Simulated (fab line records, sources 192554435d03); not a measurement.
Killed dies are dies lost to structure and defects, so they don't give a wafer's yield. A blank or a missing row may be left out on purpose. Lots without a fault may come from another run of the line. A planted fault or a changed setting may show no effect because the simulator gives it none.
Split-lot experiment | flow n5_finfet | 7 lots, 21 wafers read, on a route of 1938 steps

THE SPLIT
At N5_DUMMY_GATE_EXPOSE_12 (exposes mask GATE, target cd 25 nm), the setting dose_mj was moved away from the recipe's 34 on 8 of the 21 wafers read, by -6.4% to +4.4%. The other wafers ran this setting at the recipe's value.

FROM THE SPLIT TO THE READING: what the file shows between them, 2 steps
- N5_DUMMY_GATE_PEB_13: peb time 60 s
- N5_DUMMY_GATE_DEVELOP_14: develop time 30 s

THE READING
cd_nm, in nm, at N5_DUMMY_GATE_CD_MEAS_15 (target cd 25.8 nm). Fault-free wafers of this fab line usually give 25.00 nm, standard deviation 0.23 nm.

wafer  | tool, chamber at the split | dose_mj as run | against the recipe | cd_nm, nm | against lot-mates on the recipe
L076.3 | euv_scanner-01, 0          | 34             | recipe             | 25.10     | -
L076.4 | euv_scanner-01, 0          | 34             | recipe             | 24.55     | -
L076.6 | euv_scanner-01, 0          | 34             | recipe             | 24.96     | -
L077.3 | euv_scanner-02, 0          | 34             | recipe             | 24.94     | -
L077.5 | euv_scanner-02, 0          | 34             | recipe             | 25.19     | -
L077.6 | euv_scanner-02, 0          | 34             | recipe             | 24.87     | -
L078.4 | euv_scanner-02, 0          | 33.3           | -2.1%              | 25.40     | +0.19
L078.5 | euv_scanner-02, 0          | 33.3           | -2.1%              | 25.27     | +0.06
L078.6 | euv_scanner-02, 0          | 34             | recipe             | 25.21     | -
L082.2 | euv_scanner-02, 0          | 34             | recipe             | 24.88     | -
L082.4 | euv_scanner-02, 0          | 34             | recipe             | 25.14     | -
L082.6 | euv_scanner-02, 0          | 34             | recipe             | 24.89     | -
L083.3 | euv_scanner-02, 0          | 34             | recipe             | 24.82     | -
L083.5 | euv_scanner-02, 0          | 31.84          | -6.4%              | 26.19     | +1.37
L083.6 | euv_scanner-02, 0          | 31.84          | -6.4%              | 26.55     | +1.73
L090.3 | euv_scanner-01, 0          | 34             | recipe             | 25.36     | -
L090.4 | euv_scanner-01, 0          | 32.89          | -3.3%              | 25.97     | +0.80
L090.6 | euv_scanner-01, 0          | 34             | recipe             | 24.97     | -
L094.2 | euv_scanner-02, 0          | 35.49          | +4.4%              | 24.15     | no lot-mate on the recipe
L094.3 | euv_scanner-02, 0          | 35.49          | +4.4%              | 24.22     | no lot-mate on the recipe
L094.4 | euv_scanner-02, 0          | 35.49          | +4.4%              | 24.58     | no lot-mate on the recipe

THE FIT
A straight line over all 21 wafers: cd_nm changes by -0.195 nm for each +1% of dose_mj; r = -0.93; the points scatter about the line by 0.22 nm.
The same after taking each lot's own level away (the mean of its wafers on the recipe; 18 wafers): -0.235 nm for each +1%; r = -0.93; scatter 0.2 nm.
On that fit, the largest move of dose_mj shifts the reading by 1.5 nm.
The lots' own levels span 24.820 to 25.210 nm, that is 1.7 times the standard deviation above.
So the lot-to-lot level changes the slope: the two fits differ.
Check: with one of the wafers moved furthest among these (-6.4%) left out of the fit, the line predicts +1.53 nm for it against its lot-mates. It came out at +1.37 nm against them.

OTHER SPLITS ON THESE WAFERS
These wafers also went through other splits before the reading. Each is held against what the fit with the lots' levels taken away leaves over:
other split on the same wafers        | wafers away from the commonest value | r with cd_nm (lot level and that fit taken away)
N5_WELL_APT_COAT_02 spin_rpm          | 5                                    | -0.09
N5_FIN_SAQP_PEB_14 peb_time_s         | 6                                    | +0.01
N5_FIN_SAQP_DEVELOP_15 develop_time_s | 8                                    | +0.28
N5_FIN_SAQP_SPACER1_ALD_24 ald_cycles | 9                                    | -0.04
N5_DUMMY_GATE_COAT_34 spin_rpm        | 6                                    | +0.29

THE WHOLE CHAIN: every reading that the file lists as answering this split, in the file's order
step                     | what it does                             | reading                                                           | change (the file's fit)               | r (the file's)
N5_DUMMY_GATE_CD_MEAS_15 | target cd 25.8 nm                        | cd_nm                                                             | -0.23 nm for each +1% of the setting  | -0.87
N5_DUMMY_GATE_TRIM_49    | chemistry O2, time 29 s, target cd 14 nm | DUMMY_GATE.cd_nm (the simulator's own value, which no gauge read) | -0.185 nm for each +1% of the setting | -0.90

THE FILE'S OWN FIT
cd_nm changes by -0.23 nm for each +1% of dose_mj, r = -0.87.
